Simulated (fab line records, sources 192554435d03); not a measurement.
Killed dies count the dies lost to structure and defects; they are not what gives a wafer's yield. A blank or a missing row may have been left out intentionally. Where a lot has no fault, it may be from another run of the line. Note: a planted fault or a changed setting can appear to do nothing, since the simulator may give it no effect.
Chamber matching / flow n5-finfet / 3 sister chambers for N5_BEOL_M1_CO_CAP_55 on cvd-co-02
The step material Co, precursor CCTBA/H2, target thk 2 nm, time 102.1 s. 3 wafers are shown with their chamber, then 7 later ones without.

## WAFERS, EACH WITH ITS CHAMBER
wafer=L808.5; chamber=2; heater-power-w (W)=269
wafer=L810.1; chamber=1; heater-power-w (W)=233
wafer=L810.3; chamber=0; heater-power-w (W)=219

## WAFERS WITHOUT THEIR CHAMBER
wafer=L810.4; heater-power-w (W)=226
wafer=L811.1; heater-power-w (W)=218
wafer=L811.5; heater-power-w (W)=245
wafer=L811.6; heater-power-w (W)=222
wafer=L814.2; heater-power-w (W)=239
wafer=L814.3; heater-power-w (W)=225
wafer=L814.6; heater-power-w (W)=229

## WHICH CHAMBER EACH WENT THROUGH
wafer=L810.4; from the rows above=can't be placed: 0 or 1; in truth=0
wafer=L811.1; from the rows above=0; in truth=0
wafer=L811.5; from the rows above=can't be placed: 1 or 2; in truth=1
wafer=L811.6; from the rows above=can't be placed: 0 or 1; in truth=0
wafer=L814.2; from the rows above=1; in truth=1
wafer=L814.3; from the rows above=can't be placed: 0 or 1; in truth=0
wafer=L814.6; from the rows above=can't be placed: 1 or 0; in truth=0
Placed correctly: 2 of 7. From these rows, 5 cannot be placed; in 5 the true chamber is one of the candidates. Number placed wrongly: 0.
How it was worked out, from the rows above alone: a wafer's distance from a chamber is the root of the sum, over the readings, of the square of ((its reading less the chamber's mean) divided by the reading's scatter). The wafer belongs to the nearest chamber; if the next one is less than 2 further off, it can't be placed. Each chamber's mean is taken over the wafers shown for it. The scatter (one wafer shown for each chamber): square how far every hidden wafer sits from the nearest shown wafer, average those squares and take the square root.
